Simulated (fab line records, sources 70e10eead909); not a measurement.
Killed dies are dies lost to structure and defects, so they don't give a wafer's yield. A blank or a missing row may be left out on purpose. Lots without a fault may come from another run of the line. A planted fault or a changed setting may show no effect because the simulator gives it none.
fab line records | flow nand_harc
record lots=24 wafers=72 last_day=33
route steps=1302 shown A_M0@1148 A_M1@1181 THIN_TSV@1259
lots that met no fault: from a run of the same line without faults
start_h: hours from the record's first day to the start of the lot's first wafer shown | wait_h: hours since the lot's step before | " the same as in the row above | L1.1+2: a row that stands for several wafers | - no value, or no start given | * or withheld: withheld | < > ~ a bound
route shown NAME@n: a module of which the file shows steps, and the number in the route of the first | usual: mean/standard deviation of fault-free wafers | same: alike in all rows | chamber/n: place in a boat | sites: the reading at each site | _std_site: their standard deviation | _edge_site: outer sites' mean less inner sites' | radius_mm: how far each site lies from the wafer's centre | mask NAME#n: copy n | behind: the tool/chamber that last shaped the wafer | hold: why the lot was held/for how many hours/how that ended | device: the transistor (n, p or np) that didn't switch | end of line: the same wafers' tests at the end of the route | a step without rows: its recipe alone | killed: dies lost to structure and defects at the first sort, not the wafer's yield | map: a wafer's dies, x killed, . not, _ none there
set.NAME: the setting as run; set.NAME@STEP: as run at that earlier step | model.NAME: the simulator's own value behind a step, which no gauge read
steps of the route over a sample of lots; a table a step, a row a wafer
services: from which hour (start_h, from the record's first day; less than 0 if before it) a tool's chamber was out of use, for how many hours, and why
## steps
# step NHARC_A_M0_OVL_MEAS_10
# recipe pitch_nm=160
# usual overlay_x_nm=0.2/0.69 overlay_y_nm=0.0/0.87
# columns lot.wafer tool chamber start_h wait_h overlay_x_nm overlay_y_nm
L074.1 overlay-01 - 518.52 - 0.4 1.2
L074.3 " - " " 0.3 0.8
L074.5 " - " " -0.2 1.0
L075.3 overlay-02 - 537.75 - 0.9 2.0
L075.4 " - " " 0.6 1.5
L075.5 " - " " 1.0 0.9
L077.2 overlay-01 - 541.08 - -0.7 0.2
L077.4 " - " " -0.9 1.0
L077.5 " - " " -0.6 0.0
L076.2 overlay-02 - 542.44 - -0.2 0.4
L076.3 " - " " -0.1 0.4
L076.6 " - " " -0.2 0.2
L078.2 overlay-02 - 554.00 - -0.4 0.2
L078.4 " - " " 0.0 0.1
L078.6 " - " " -0.1 0.3
L079.1 overlay-01 - 588.62 - 0.8 1.0
L079.2 " - " " 0.5 1.1
L079.4 " - " " 0.6 1.1
L080.4 overlay-01 - 589.22 - 0.1 -0.2
L080.5 " - " " 0.1 0.3
L080.6 " - " " 0.2 0.1
L081.1 overlay-02 - 594.94 - -0.9 0.8
L081.2 " - " " -0.6 0.4
L081.5 " - " " -0.8 0.4
L082.1 overlay-01 - 617.27 - 0.1 -0.2
L082.4 " - " " -0.3 -0.1
L082.5 " - " " 0.2 0.0
L083.1 overlay-02 - 623.35 - 0.0 -1.6
L083.2 " - " " 0.5 -1.9
L083.3 " - " " 0.1 -1.4
L084.1 overlay-02 - 624.32 - -0.2 -0.5
L084.3 " - " " 0.3 -0.3
L084.5 " - " " 0.3 -0.4
L086.1 overlay-01 - 642.49 - -1.0 -2.0
L086.3 " - " " -0.8 -1.6
L086.6 " - " " -1.5 -2.8
L085.1 overlay-01 - 653.08 - 0.7 -0.9
L085.2 " - " " 1.0 -0.2
L085.5 " - " " 0.3 -1.3
L088.1 overlay-01 - 662.11 - 0.5 0.0
L088.2 " - " " 1.0 0.5
L088.6 " - " " 0.7 0.3
L087.3 overlay-01 - 665.83 - -0.6 0.0
L087.4 " - " " 0.1 -0.7
L087.6 " - " " -0.3 -1.1
L089.1 overlay-01 - 669.15 - 1.5 0.3
L089.3 " - " " 1.4 -0.5
L089.4 " - " " 1.6 -0.6
L090.3 overlay-01 - 671.76 - 0.7 0.5
L090.5 " - " " 0.8 0.3
L090.6 " - " " 1.0 0.4
L093.2 overlay-01 - 694.60 - 0.1 0.6
L093.5 " - " " 0.4 0.1
L093.6 " - " " -0.2 -0.5
L091.1 overlay-02 - 696.30 - -0.5 0.0
L091.3 " - " " 0.2 0.5
L091.4 " - " " -0.3 0.3
L092.2 overlay-01 - 702.28 - 1.0 0.9
L092.3 " - " " 0.6 0.8
L092.6 " - " " 0.9 0.8
L094.3 overlay-02 - 722.97 - -0.2 -0.4
L094.4 " - " " -0.2 0.4
L094.6 " - " " 0.0 0.1
L095.2 overlay-01 - 736.83 - 0.4 0.4
L095.4 " - " " -0.1 0.5
L095.6 " - " " 0.5 -0.1
L096.3 overlay-02 - 740.73 - -0.6 -0.5
L096.4 " - " " -0.7 -0.2
L096.6 " - " " -1.2 -0.6
L097.2 overlay-02 - 743.87 - 1.1 0.3
L097.3 " - " " 0.8 0.0
L097.5 " - " " 1.5 0.3
# step NHARC_A_M0_DEGAS_28
# recipe temp_c=250 time_s=60
# usual heater_power_w=337/38 susceptor_temp_C=249.99/0.17
# same time_s=60
# columns lot.wafer tool chamber start_h wait_h heater_power_w susceptor_temp_C
L074.3 pvd_sputter-01 - 519.54 - 309 250.11
L074.1 " - " " 301 250.07
L074.5 " - " " 327 249.80
L075.3 pvd_sputter-03 - 538.77 - 305 250.00
L075.4 " - " " 341 249.83
L075.5 " - " " 298 249.90
L077.4 pvd_sputter-02 - 542.11 - 362 249.94
L077.2 " - " " 335 249.78
L077.5 " - " " 365 249.83
L076.3 pvd_sputter-02 - 543.45 - 328 249.49
L076.2 " - " " 348 249.89
L076.6 " - " " 357 249.75
L078.2 pvd_sputter-01 - 555.02 - 311 250.02
L078.4 " - " " 418 249.82
L078.6 " - " " 303 250.00
L079.4 pvd_sputter-03 - 589.63 - 297 250.18
L079.2 " - " " 344 249.88
L079.1 " - " " 340 249.85
L080.4 pvd_sputter-02 - 590.23 - 336 249.84
L080.5 " - " " 365 249.93
L080.6 " - " " 328 249.94
L081.2 pvd_sputter-03 - 595.96 - 293 249.88
L081.1 " - " " 334 249.98
L081.5 " - " " 333 249.73
L082.1 pvd_sputter-01 - 618.29 - 431 250.17
L082.4 " - " " 338 250.14
L082.5 " - " " 311 249.92
L083.3 pvd_sputter-02 - 624.36 - 322 250.09
L083.2 " - " " 355 249.86
L083.1 " - " " 325 250.12
L084.3 pvd_sputter-02 - 625.33 - 350 249.90
L084.1 " - " " 325 250.30
L084.5 " - " " 360 249.95
L086.1 pvd_sputter-01 - 643.51 - 341 249.93
L086.3 " - " " 295 249.92
L086.6 " - " " 309 250.08
L085.2 pvd_sputter-01 - 654.14 - 433 249.89
L085.1 " - " " 326 250.25
L085.5 " - " " 426 249.89
L088.1 pvd_sputter-01 - 663.13 - 441 250.02
L088.2 " - " " 305 249.79
L088.6 " - " " 285 250.05
L087.4 pvd_sputter-03 - 666.86 - 326 249.71
L087.3 " - " " 337 250.10
L087.6 " - " " 307 250.11
L089.1 pvd_sputter-02 - 670.17 - 352 250.05
L089.3 " - " " 314 250.17
L089.4 " - " " 367 249.83
L090.3 pvd_sputter-02 - 672.78 - 378 249.97
L090.6 " - " " 314 249.91
L090.5 " - " " 365 249.74
L093.2 pvd_sputter-01 - 695.62 - 344 250.26
L093.6 " - " " 288 250.09
L093.5 " - " " 336 250.14
L091.4 pvd_sputter-01 - 697.32 - 305 249.80
L091.1 " - " " 289 249.95
L091.3 " - " " 343 250.07
L092.3 pvd_sputter-03 - 703.31 - 334 249.97
L092.2 " - " " 298 249.89
L092.6 " - " " 326 250.13
L094.4 pvd_sputter-02 - 724.00 - 317 250.12
L094.3 " - " " 372 249.94
L094.6 " - " " 311 250.05
L095.2 pvd_sputter-01 - 737.85 - 309 250.02
L095.4 " - " " 424 249.97
L095.6 " - " " 303 250.14
L096.3 pvd_sputter-02 - 741.75 - 356 250.21
L096.4 " - " " 370 250.22
L096.6 " - " " 347 249.96
L097.3 pvd_sputter-01 - 744.89 - 430 250.09
L097.2 " - " " 282 249.91
L097.5 " - " " 429 249.73
# step NHARC_A_M1_INSPECT_11
# usual raw_defect_count=84/47
# columns lot.wafer tool chamber start_h wait_h raw_defect_count
L074.1 defect_inspect-01 - 522.72 0.0 18
L074.3 " - " " 25
L074.5 " - " " 22
L075.3 defect_inspect-01 - 542.58 0.0 63
L075.4 " - " " 60
L075.5 " - " " 55
L077.2 defect_inspect-01 - 545.06 0.0 176
L077.4 " - " " 164
L077.5 " - " " 144
L076.2 defect_inspect-02 - 546.39 0.0 36
L076.3 " - " " 19
L076.6 " - " " 13
L078.2 defect_inspect-02 - 558.21 0.0 95
L078.4 " - " " 113
L078.6 " - " " 115
L079.1 defect_inspect-02 - 592.72 0.0 66
L079.2 " - " " 72
L079.4 " - " " 63
L080.4 defect_inspect-01 - 593.32 0.0 181
L080.5 " - " " 181
L080.6 " - " " 154
L081.1 defect_inspect-02 - 598.91 0.0 73
L081.2 " - " " 86
L081.5 " - " " 85
L082.1 defect_inspect-02 - 621.36 0.0 30
L082.4 " - " " 46
L082.5 " - " " 38
L083.1 defect_inspect-01 - 627.42 0.0 114
L083.2 " - " " 99
L083.3 " - " " 116
L084.1 defect_inspect-02 - 628.40 0.0 83
L084.3 " - " " 93
L084.5 " - " " 100
L086.1 defect_inspect-01 - 646.59 0.0 53
L086.3 " - " " 65
L086.6 " - " " 59
L085.1 defect_inspect-02 - 657.10 0.0 83
L085.2 " - " " 97
L085.5 " - " " 98
L088.1 defect_inspect-01 - 666.18 0.0 112
L088.2 " - " " 106
L088.6 " - " " 101
L087.3 defect_inspect-01 - 669.98 0.0 26
L087.4 " - " " 32
L087.6 " - " " 23
L089.1 defect_inspect-02 - 673.25 0.0 39
L089.3 " - " " 32
L089.4 " - " " 32
L090.3 defect_inspect-02 - 675.72 0.0 96
L090.5 " - " " 105
L090.6 " - " " 106
L093.2 defect_inspect-01 - 698.70 0.0 157
L093.5 " - " " 163
L093.6 " - " " 150
L091.1 defect_inspect-02 - 700.39 0.0 54
L091.3 " - " " 64
L091.4 " - " " 65
L092.2 defect_inspect-01 - 706.38 0.0 43
L092.3 " - " " 49
L092.6 " - " " 43
L094.3 defect_inspect-02 - 727.12 0.0 120
L094.4 " - " " 142
L094.6 " - " " 114
L095.2 defect_inspect-01 - 740.82 0.0 50
L095.4 " - " " 45
L095.6 " - " " 42
L096.3 defect_inspect-02 - 744.84 0.0 58
L096.4 " - " " 51
L096.6 " - " " 69
L097.2 defect_inspect-01 - 747.98 0.0 149
L097.3 " - " " 141
L097.5 " - " " 151
# step NHARC_A_M1_PRE_CLEAN_30
# recipe time_s=30 temp_c=280 gas=H2/He
# usual heater_power_w=417/55 susceptor_temp_C=279.98/0.19
# same time_s=30
# columns lot.wafer tool chamber start_h wait_h heater_power_w susceptor_temp_C
L074.3 pvd_sputter-02 - - - 401 279.59
L074.1 " - " " 440 280.12
L074.5 " - " " 442 279.80
L075.3 pvd_sputter-01 - - - 514 279.98
L075.4 " - " " 398 279.96
L075.5 " - " " 517 279.94
L077.2 pvd_sputter-01 - - - 526 279.79
L077.4 " - " " 383 279.91
L077.5 " - " " 537 279.96
L076.3 pvd_sputter-02 - - - 395 280.13
L076.2 " - " " 448 279.78
L076.6 " - " " 439 279.61
L078.2 pvd_sputter-03 - - - 406 279.91
L078.4 " - " " 399 280.44
L078.6 " - " " 411 280.34
L079.4 pvd_sputter-03 - - - 367 280.13
L079.1 " - " " 401 280.33
L079.2 " - " " 413 279.98
L080.4 pvd_sputter-01 - - - 520 279.99
L080.5 " - " " 380 280.25
L080.6 " - " " 523 279.88
L081.1 pvd_sputter-02 - - - 396 279.88
L081.2 " - " " 404 280.02
L081.5 " - " " 457 280.33
L082.1 pvd_sputter-01 - - - 355 279.94
L082.4 " - " " 408 280.24
L082.5 " - " " 527 280.08
L083.2 pvd_sputter-01 - - - 346 279.69
L083.3 " - " " 412 279.90
L083.1 " - " " 520 279.64
L084.3 pvd_sputter-03 - - - 364 279.96
L084.1 " - " " 406 279.75
L084.5 " - " " 414 280.07
L086.3 pvd_sputter-01 - - - 355 280.02
L086.1 " - " " 376 280.10
L086.6 " - " " 532 280.01
L085.1 pvd_sputter-01 - - - 519 279.95
L085.2 " - " " 379 280.22
L085.5 " - " " 535 280.06
L088.2 pvd_sputter-01 - - - 361 279.82
L088.1 " - " " 381 279.99
L088.6 " - " " 351 280.06
L087.4 pvd_sputter-01 - - - 539 279.90
L087.3 " - " " 420 279.97
L087.6 " - " " 349 280.35
L089.1 pvd_sputter-02 - - - 431 279.82
L089.3 " - " " 391 280.04
L089.4 " - " " 374 279.89
L090.3 pvd_sputter-02 - - - 422 279.88
L090.5 " - " " 467 280.10
L090.6 " - " " 372 279.55
L093.2 pvd_sputter-01 - - - 515 280.11
L093.5 " - " " 536 280.11
L093.6 " - " " 345 280.34
L091.3 pvd_sputter-01 - - - 396 279.76
L091.1 " - " " 530 279.94
L091.4 " - " " 357 280.06
L092.3 pvd_sputter-02 - - - 384 280.03
L092.2 " - " " 438 279.85
L092.6 " - " " 384 279.94
L094.3 pvd_sputter-03 - - - 427 280.17
L094.4 " - " " 373 279.98
L094.6 " - " " 427 279.79
L095.4 pvd_sputter-03 - - - 356 280.07
L095.2 " - " " 420 279.96
L095.6 " - " " 404 279.97
L096.4 pvd_sputter-02 - - - 463 279.67
L096.3 " - " " 388 279.65
L096.6 " - " " 398 280.10
L097.2 pvd_sputter-01 - - - 523 -
L097.3 " - " " 359 -
L097.5 " - " " 368 -
# step NHARC_THIN_TSV_CD_MEAS_12
# recipe target_cd_nm=1000 landing_energy_ev=500
# usual cd_nm=1000.2/1.2
# columns lot.wafer tool chamber start_h wait_h cd_nm
L074.1 cd_sem-02 0 565.17 - 1001.0
L074.3 " 0 " " 1002.3
L074.5 " 0 " " 1001.5
L075.3 cd_sem-02 0 568.73 - 1001.1
L075.4 " 0 " " 1001.4
L075.5 " 0 " " 1000.5
L077.2 cd_sem-01 0 569.95 - 998.9
L077.4 " 0 " " 999.4
L077.5 " 0 " " 1000.5
L076.2 cd_sem-02 0 571.17 - 1002.6
L076.3 " 0 " " 1000.5
L076.6 " 0 " " 1001.6
L078.2 cd_sem-03 0 578.50 - 1001.6
L078.4 " 0 " " 1001.7
L078.6 " 0 " " 1001.0
L080.4 cd_sem-02 0 612.42 - 1000.7
L080.5 " 0 " " 1000.3
L080.6 " 0 " " 999.8
L079.1 cd_sem-02 0 642.40 - 999.1
L079.2 " 0 " " 997.6
L079.4 " 0 " " 999.4
L081.1 cd_sem-02 0 643.47 - 999.7
L081.2 " 0 " " 1000.1
L081.5 " 0 " " 999.7
L082.1 cd_sem-01 0 644.67 - 1000.5
L082.4 " 0 " " 998.7
L082.5 " 0 " " 999.5
L083.1 cd_sem-01 0 649.86 - 999.6
L083.2 " 0 " " 999.6
L083.3 " 0 " " 1001.4
L084.1 cd_sem-01 0 651.04 - 1000.8
L084.3 " 0 " " 1000.0
L084.5 " 0 " " 997.8
L086.1 cd_sem-03 0 667.42 - 999.2
L086.3 " 0 " " 1000.0
L086.6 " 0 " " 1000.2
L085.1 cd_sem-03 0 678.73 - 1002.0
L085.2 " 0 " " 1000.0
L085.5 " 0 " " 1000.6
L088.1 cd_sem-02 0 688.33 - 997.9
L088.2 " 0 " " 999.4
L088.6 " 0 " " 999.6
L087.3 cd_sem-03 0 689.52 - 999.8
L087.4 " 0 " " 1000.4
L087.6 " 0 " " 1000.2
L090.3 cd_sem-02 0 692.75 - 1000.8
L090.5 " 0 " " 1000.7
L090.6 " 0 " " 1000.6
L089.1 cd_sem-01 0 694.08 - 999.6
L089.3 " 0 " " 1000.2
L089.4 " 0 " " 999.7
L093.2 cd_sem-03 0 718.25 - 1001.0
L093.5 " 0 " " 998.8
L093.6 " 0 " " 1000.7
L091.1 cd_sem-01 0 719.57 - 1001.0
L091.3 " 0 " " 999.6
L091.4 " 0 " " 998.9
L092.2 cd_sem-02 0 726.86 - 996.8
L092.3 " 0 " " 999.6
L092.6 " 0 " " 998.3
L094.3 cd_sem-01 0 749.47 - 1000.9
L094.4 " 0 " " 1001.1
L094.6 " 0 " " 1000.3
L095.2 cd_sem-01 0 760.97 - 1000.2
L095.4 " 0 " " 1000.1
L095.6 " 0 " " 1000.6
L096.3 cd_sem-03 0 762.11 - 999.3
L096.4 " 0 " " 1000.5
L096.6 " 0 " " 1000.1
L097.2 cd_sem-01 0 768.11 - 1000.0
L097.3 " 0 " " 1000.1
L097.5 " 0 " " 1001.7
# step NHARC_THIN_TSV_DESCUM_14
# recipe time_s=3 o2_flow_sccm=200 ar_flow_sccm=0 bias_power_w=0 chemistry=O2
# usual drypump_motor_current_A=5.7/0.47 oes_product_au=1.002/0.0082 rf_vpp_V=57.8/0.92 showerhead_plenum_p_Torr=1.90/0.065 throttle_valve_pct=11.311/0.0096
# same time_s=3
# columns lot.wafer tool chamber start_h wait_h drypump_motor_current_A oes_product_au rf_hours_counter_h rf_vpp_V showerhead_plenum_p_Torr throttle_valve_pct
L074.1 rie_diel-02 0 565.34 - 5.7 1.009 13 58.9 1.85 11.304
L074.3 " 2 " " 5.0 0.992 12 56.4 1.78 11.305
L074.5 " 3 " " 5.8 0.986 - 58.1 1.93 11.320
L075.3 rie_diel-11 0 568.89 - 5.1 1.004 4 57.7 1.96 11.316
L075.4 " 2 " " 6.6 1.009 5 56.8 1.85 11.293
L075.5 " 3 " " 5.6 0.999 - 59.5 1.97 11.306
L077.2 rie_diel-02 1 570.11 - 5.7 0.994 11 58.2 1.96 11.303
L077.4 " 2 " " 5.0 0.993 13 56.1 1.78 11.302
L077.5 " 1 " " 5.7 0.990 - 58.8 1.96 11.305
L076.2 rie_diel-11 3 571.32 - 5.6 0.987 4 59.0 1.97 11.310
L076.3 " 0 " " 5.0 1.009 5 59.8 1.96 11.295
L076.6 " 3 " " 5.6 1.002 - 57.5 1.97 11.316
L078.2 rie_diel-11 2 578.67 - 6.5 1.001 7 57.5 1.85 11.305
L078.4 " 3 " " 5.6 0.998 5 57.8 1.97 11.311
L078.6 " 0 " " 5.0 0.998 - 57.6 1.96 11.310
L080.4 rie_diel-02 1 612.57 - 5.6 1.013 2 58.8 1.96 11.321
L080.5 " 1 " " 5.6 1.002 - 56.7 1.96 11.318
L080.6 " 2 " " 5.0 1.002 - 56.8 1.78 11.325
L079.1 rie_diel-02 1 642.56 - 5.6 1.003 4 57.6 1.96 11.308
L079.2 " 2 " " 5.0 0.998 4 56.8 1.78 11.315
L079.4 " 0 " " 5.7 1.003 - 58.0 1.85 11.310
L081.1 rie_diel-11 1 643.64 - 5.7 1.013 1 59.4 1.85 11.320
L081.2 " 3 " " 5.6 0.999 1 58.2 1.97 11.316
L081.5 " 1 " " 5.7 1.009 - 57.9 1.86 11.312
L082.1 rie_diel-07 0 644.83 - 6.6 1.005 8 58.2 2.04 11.300
L082.4 " 2 " " 5.7 0.991 9 59.2 1.85 11.300
L082.5 " 0 " " 6.6 1.010 - 58.4 2.04 11.318
L083.1 rie_diel-11 1 650.02 - 5.7 1.005 1 57.8 1.86 11.309
L083.2 " 2 " " 6.6 1.008 1 58.4 1.85 11.312
L083.3 " 0 " " 5.0 1.011 1 58.6 1.96 11.315
L084.3 rie_diel-11 2 651.20 - 6.6 0.995 2 58.8 1.85 11.307
L084.1 " 1 " " 5.7 1.011 2 58.1 1.86 11.318
L084.5 " 2 " " 6.6 0.999 - 56.8 1.85 11.317
L086.3 rie_diel-02 2 667.59 - 5.0 1.019 6 58.0 1.78 11.303
L086.1 " 3 " " 5.7 1.009 5 58.9 1.92 11.307
L086.6 " 0 " " 5.7 1.016 - 56.6 1.85 11.302
L085.1 rie_diel-11 2 678.89 - 6.6 0.998 4 59.2 1.85 11.307
L085.2 " 3 " " 5.6 0.990 2 58.8 1.97 11.305
L085.5 " 2 " " 6.6 0.991 - 56.2 1.85 11.298
L088.2 rie_diel-02 2 688.51 - 5.0 1.009 8 57.1 1.78 11.325
L088.1 " 3 " " 5.7 1.013 6 56.8 1.92 11.307
L088.6 " 0 " " 5.8 1.021 - 57.1 1.85 11.303
L087.4 rie_diel-11 3 689.70 - 5.6 0.996 3 58.3 1.97 11.324
L087.3 " 0 " " 5.1 1.000 5 58.5 1.96 11.318
L087.6 " 2 " " 6.6 0.994 - 57.0 1.85 11.294
L090.3 rie_diel-11 0 692.91 - 5.1 1.008 5 58.2 1.96 11.312
L090.6 " 0 " " 5.1 1.005 - 58.3 1.96 11.330
L090.5 " 1 " " 5.7 1.004 - 57.0 1.85 11.314
L089.1 rie_diel-02 0 694.24 - 5.7 1.010 8 57.9 1.85 11.308
L089.4 " 1 " " 5.6 1.003 8 58.7 1.95 11.304
L089.3 " 2 " " 5.0 1.001 8 57.6 1.78 11.299
L093.2 rie_diel-11 3 718.42 - 5.6 0.995 5 58.2 1.97 11.307
L093.6 " 1 " " 5.7 1.007 - 58.5 1.85 11.302
L093.5 " 2 " " 6.6 0.994 - 58.4 1.85 11.312
L091.1 rie_diel-11 0 719.73 - 5.1 1.012 7 56.7 1.96 11.296
L091.4 " 2 " " 6.6 0.995 6 56.8 1.85 11.319
L091.3 " 3 " " 5.6 0.987 6 57.6 1.96 11.310
L092.2 rie_diel-02 0 727.02 - 5.7 1.012 11 58.5 1.84 11.314
L092.3 " 3 " " 5.7 1.011 8 58.1 1.92 11.300
L092.6 " 0 " " 5.7 1.015 - 57.4 1.84 11.316
L094.3 rie_diel-11 2 749.63 - 6.6 1.002 7 57.2 1.85 11.302
L094.6 " 3 " " 5.6 0.981 - 58.2 1.97 11.308
L094.4 " 1 " " 5.7 1.008 - 57.6 1.85 11.319
L095.2 rie_diel-07 1 761.12 - 5.6 0.998 6 56.9 1.89 11.312
L095.4 " 0 " " 6.6 0.995 5 57.3 2.03 11.343
L095.6 " 1 " " 5.6 0.992 - 58.3 1.89 11.319
L096.3 rie_diel-07 2 762.28 - 5.7 1.005 7 55.5 1.85 11.322
L096.4 " 3 " " 5.5 1.001 5 58.1 1.97 11.321
L096.6 " 1 " " 5.6 1.005 - 56.7 1.89 11.304
L097.3 rie_diel-02 0 768.27 - 5.7 1.004 1 58.4 1.84 11.294
L097.2 " 2 " " 5.0 1.007 1 56.1 1.78 11.315
L097.5 " 3 " " 5.7 1.000 - 59.8 1.92 11.314
## services
# columns tool chamber start_h hours kind
pvd_sputter-02 - 510.99 2.9 repair
pvd_sputter-03 - 526.00 10.0 pm
rie_diel-02 1 539.04 27.3 repair
pvd_sputter-02 - 550.72 7.4 repair
rie_diel-02 - 570.88 9.0 pm
pvd_sputter-01 - 582.28 10.0 pm
rie_diel-07 - 592.10 0.4 repair
pvd_sputter-03 - 600.04 2.2 repair
rie_diel-11 - 609.50 9.0 pm
pvd_sputter-03 - 618.08 0.6 repair
rie_diel-02 3 625.92 10.3 repair
rie_diel-02 3 637.37 7.6 repair
pvd_sputter-02 - 638.02 10.0 pm
rie_diel-11 3 648.10 7.6 repair
pvd_sputter-02 - 652.07 4.9 repair
rie_diel-02 - 672.46 0.3 repair
pvd_sputter-03 - 691.09 7.9 repair
pvd_sputter-03 - 704.00 10.0 pm
rie_diel-02 3 709.55 14.3 repair
rie_diel-11 0 747.77 22.6 repair
rie_diel-02 - 747.88 9.0 pm
rie_diel-11 3 754.30 7.9 repair
pvd_sputter-02 - 758.18 12.5 repair
pvd_sputter-01 - 760.28 10.0 pm
## key
fault none
